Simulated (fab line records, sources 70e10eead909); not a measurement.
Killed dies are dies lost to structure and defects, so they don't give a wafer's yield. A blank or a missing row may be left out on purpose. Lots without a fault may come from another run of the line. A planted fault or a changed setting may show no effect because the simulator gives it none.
A struck lot beside a sound one | flow nand_harc | 24 steps out of a route of 1302
Sound: wafers L562.1, L562.3, L562.6. Struck: wafers L559.1, L559.2, L559.4. The cause comes at the end.
At each step with rows: each side's tool, then ch and its chambers, then its first start. Under that, the readings that differ: sound wafers | struck wafers | difference of the means | sigmas: that difference in standard deviations of wafers without a fault.
alike: readings whose means differ by less than 2 such deviations, and words and numbers that are the same on both sides. not compared: withheld readings, readings that some wafer has no value for, bounds like >300 that may hide the same value, and numbers for which the record gives no deviation and whose values overlap.
The two part at a step that has a row with sigmas, a row that says differs or no value, or rows on one side only. Numbers that don't overlap but have no deviation are shown without sigmas and don't part them. A reading that every wafer of one side lacks parts them only if that side has two wafers or more.

first, 4 steps without rows for these wafers: NHARC_P_GATE_PRECLEAN_71 (cleans in SC1); NHARC_P_GATE_SRD_72; NHARC_P_GATE_OXIDE_16 (material SiO2, target thk 3 nm, ox time 392 s); NHARC_P_GATE_CVD_17 (deposits poly-Si, target thk 150 nm, time 900 s).
NHARC_P_GATE_HM_DEP_102: deposits aC, target thk 120 nm.
  sound on acl_dep-01 ch 0, day 13 06:53; struck on acl_dep-03 ch 0, day 11 21:05
  alike: throttle_valve_pct
NHARC_P_GATE_DEP_103: deposits SiON, target thk 30 nm.
  sound on pecvd-02 ch 0,1, day 13 07:35; struck on pecvd-02 ch 0,1,2, day 11 21:45
  alike: heater_power_w
then, 6 steps without rows for these wafers: NHARC_P_GATE_DEHYDRATE_18 (time 120 s); NHARC_P_GATE_HMDS_19 (time 30 s); NHARC_P_GATE_COAT_20 (resist thk 90 nm); NHARC_P_GATE_SOFTBAKE_21 (time 55 s); NHARC_P_GATE_EBR_22; NHARC_P_GATE_EXPOSE_23 (exposes mask P GATE, target cd 120 nm).
NHARC_P_GATE_PEB_24: peb time 65 s.
  sound on litho_track-04 ch 0, day 13 08:09; struck on litho_track-06 ch 0, day 11 22:14
then, 1 step without rows for these wafers: NHARC_P_GATE_DEVELOP_25 (develop time 35 s).
NHARC_P_GATE_CD_MEAS_26: target cd 120 nm.
  sound on cd_sem-03 ch 0, day 13 08:14; struck on cd_sem-03 ch 0, day 11 22:19
  reading    | sound             | struck            | difference | sigmas
  cd_nm (nm) | 119.0 119.8 119.9 | 112.1 113.3 114.5 | -6.3       | -10
NHARC_P_GATE_OVL_MEAS_27:
  sound on overlay-01, day 13 08:19; struck on overlay-02, day 11 22:24
  alike: overlay_x_nm, overlay_y_nm
NHARC_P_GATE_INSPECT_28:
  sound on defect_inspect-02, day 13 08:21; struck on defect_inspect-02, day 11 22:26
  alike: raw_defect_count
NHARC_P_GATE_DESCUM_31: chemistry O2, time 3 s.
  sound on rie_diel-11 ch 1,2,3, day 13 08:25; struck on rie_diel-03 ch 0,2,3, day 11 22:30
  reading                 | sound             | struck            | difference | sigmas
  model.P_GATE.cd_nm (nm) | 119.8 119.7 119.7 | 111.7 113.2 114.1 | -6.7       |
  alike: drypump_motor_current_A, oes_product_au, rf_vpp_V, showerhead_plenum_p_Torr, throttle_valve_pct
  not compared: rf_hours_counter_h
NHARC_P_GATE_ETCH_104: etches the open film in CF4/CHF3, target depth 60 nm.
  sound on rie_diel-11 ch 0,2,3, day 13 08:31; struck on rie_diel-03 ch 0,2,3, day 11 22:35
  alike: bias_w, drypump_motor_current_A, oes_product_au, rf_vpp_V, showerhead_plenum_p_Torr, throttle_valve_pct
then, 2 steps without rows for these wafers: NHARC_P_GATE_HM_OPEN_105 (chemistry O2/COS, target depth 360 nm); NHARC_P_GATE_STRIP_106 (strips in O2/COS).
NHARC_P_GATE_ETCH_114: etches the open film in CF4/O2, target depth 30 nm, overetch 3 nm, time 16.5 s.
  sound on rie_diel-11 ch 0,2,3; struck on rie_diel-03 ch 0,2,3
  alike: bias_w, drypump_motor_current_A, oes_product_au, rf_vpp_V, showerhead_plenum_p_Torr, throttle_valve_pct
  not compared: rf_hours_counter_h
NHARC_P_GATE_ETCH_32: etches the open film in HBr/Cl2, target depth 150 nm, time 100.1 s.
  sound on rie_si-04 ch 0,1,2, day 13 08:54; struck on rie_si-04 ch 0,1,2, day 11 22:58
  reading                 | sound           | struck            | difference | sigmas
  model.P_GATE.cd_nm (nm) | 124.4 120.7 121 | 113.7 115.6 118.1 | -6.2       |
  alike: bias_w, drypump_motor_current_A, oes_product_au, throttle_valve_pct
  not compared: rf_hours_counter_h
NHARC_P_GATE_STRIP_108: strips in O2.
  sound on rie_diel-06 ch 0,1,3, day 13 09:02; struck on rie_diel-06 ch 1,2,3, day 11 23:07
  alike: drypump_motor_current_A, oes_product_au, rf_vpp_V, showerhead_plenum_p_Torr, throttle_valve_pct
  not compared: rf_hours_counter_h

WHERE THEY PART
Only at NHARC_P_GATE_CD_MEAS_26, within this record. Later steps at which nothing parts them and some readings are alike: NHARC_P_GATE_OVL_MEAS_27, NHARC_P_GATE_INSPECT_28, NHARC_P_GATE_DESCUM_31, NHARC_P_GATE_ETCH_104, NHARC_P_GATE_ETCH_114, NHARC_P_GATE_ETCH_32, NHARC_P_GATE_STRIP_108.

WHY: what the simulator had put in
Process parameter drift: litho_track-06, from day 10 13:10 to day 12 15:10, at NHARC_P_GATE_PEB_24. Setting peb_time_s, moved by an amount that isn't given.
